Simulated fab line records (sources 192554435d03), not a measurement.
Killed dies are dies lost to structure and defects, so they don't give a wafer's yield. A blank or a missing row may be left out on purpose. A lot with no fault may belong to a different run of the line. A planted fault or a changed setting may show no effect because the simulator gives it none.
Check of tool commonality :: flow n5 finfet :: Sample size 9 lots and 25 wafers

REASON FOR OPENING
Flagged at N5_FIN_SAQP_INSPECT_18: reading raw defect count, on 2 of 9 lots. Fault-free wafers read 473, with a standard deviation of 120.
Rule: a lot gets a flag if all its wafers with a number sit over 4 standard deviations from that mean, or if no wafer of it has a number. The rest of the lots are taken to be sound.

lot: L649
measured: day 2 15:41
on: defect inspect-02
raw defect count, wafer by wafer: 526 468 418
flag: 

lot: L651
measured: day 3 03:23
on: defect inspect-02
raw defect count, wafer by wafer: 431 522 500
flag: 

lot: L655
measured: day 4 05:11
on: defect inspect-02
raw defect count, wafer by wafer: 1290 1294 1170
flag: FLAGGED

lot: L657
measured: day 4 20:11
on: defect inspect-02
raw defect count, wafer by wafer: 425 436 602
flag: 

lot: L658
measured: day 4 22:03
on: defect inspect-02
raw defect count, wafer by wafer: 1134 1273 1143
flag: FLAGGED

lot: L661
measured: day 5 16:19
on: defect inspect-01
raw defect count, wafer by wafer: 466 481
flag: 

lot: L662
measured: day 5 22:00
on: defect inspect-01
raw defect count, wafer by wafer: 684 422
flag: 

lot: L667
measured: day 7 04:18
on: defect inspect-01
raw defect count, wafer by wafer: 357 514 348
flag: 

lot: L669
measured: day 7 15:59
on: defect inspect-01
raw defect count, wafer by wafer: 700 485 549
flag: 
The mean of the flagged lots' numbers is 1217, +744 from the usual (+6 standard deviations).

LOT BY LOT: THE TOOL USED
The record holds 1 process step before the reading, out of a route of 1938 steps. Read each cell as the tool, then ch plus the chambers that the sampled wafers visited, then the start.
lot: L649
flag: 
N5_FIN_SAQP_PECVD_48: pecvd-01 ch 0,1, day 2 15:00

lot: L651
flag: 
N5_FIN_SAQP_PECVD_48: pecvd-01 ch 0,1,2, day 3 02:43

lot: L655
flag: FLAGGED
N5_FIN_SAQP_PECVD_48: pecvd-01 ch 0,1,2, day 4 04:38

lot: L657
flag: 
N5_FIN_SAQP_PECVD_48: pecvd-02 ch 0,2, day 4 19:30

lot: L658
flag: FLAGGED
N5_FIN_SAQP_PECVD_48: pecvd-01 ch 0,1,2, day 4 21:22

lot: L661
flag: 
N5_FIN_SAQP_PECVD_48: pecvd-04 ch 0,1, day 5 15:39

lot: L662
flag: 
N5_FIN_SAQP_PECVD_48: pecvd-04 ch 0,1, day 5 21:19

lot: L667
flag: 
N5_FIN_SAQP_PECVD_48: pecvd-04 ch 0,1,2, day 7 03:37

lot: L669
flag: 
N5_FIN_SAQP_PECVD_48: pecvd-04 ch 0,1,2, day 7 15:17
What is done by these steps:
- N5_FIN_SAQP_PECVD_48: deposits SiNx from SiH4/NH3/N2, target thk 25 nm, time 22.1 s.
- N5_FIN_SAQP_INSPECT_18: inspects for defects (brightfield).

FLAGGED AGAINST TOTAL, ONE TOOL AT A TIME (gauges that did the reading follow at the end)
step: N5_FIN_SAQP_PECVD_48
tool: pecvd-01
lots run: 4
flagged: 2
share of the flagged lots: all
sound lots run after its first flagged lot: 0

step: N5_FIN_SAQP_PECVD_48
tool: pecvd-02
lots run: 1
flagged: 0
share of the flagged lots: none
sound lots run after its first flagged lot: -

step: N5_FIN_SAQP_PECVD_48
tool: pecvd-04
lots run: 4
flagged: 0
share of the flagged lots: none
sound lots run after its first flagged lot: -

step: N5_FIN_SAQP_INSPECT_18
tool: defect inspect-01
lots run: 4
flagged: 0
share of the flagged lots: none
sound lots run after its first flagged lot: -

step: N5_FIN_SAQP_INSPECT_18
tool: defect inspect-02
lots run: 5
flagged: 2
share of the flagged lots: all
sound lots run after its first flagged lot: 1 (L657)

WHAT IS ALLOWED BY THE TABLE
Table rows that saw every flagged lot: 2, namely pecvd-01 at N5_FIN_SAQP_PECVD_48 and defect inspect-02 at N5_FIN_SAQP_INSPECT_18.
- pecvd-01 at N5_FIN_SAQP_PECVD_48 ran 4 lots, 2 of them flagged. Last sound lot L651 at day 3 02:43, first flagged lot L655 at day 4 04:38; a fault beginning in between fits.
- defect inspect-02 at N5_FIN_SAQP_INSPECT_18 ran 5 lots, 2 of them flagged. Sound lots ran on it after the first flagged one (L657), which a lasting fault on the whole tool wouldn't allow.
One tool is left: pecvd-01 at N5_FIN_SAQP_PECVD_48.

WHAT THE SIMULATOR PUT IN
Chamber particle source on pecvd-01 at N5_FIN_SAQP_PECVD_48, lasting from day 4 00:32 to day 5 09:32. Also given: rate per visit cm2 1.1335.
Lots struck among those shown: L655, L658. The same result came from the rule above.
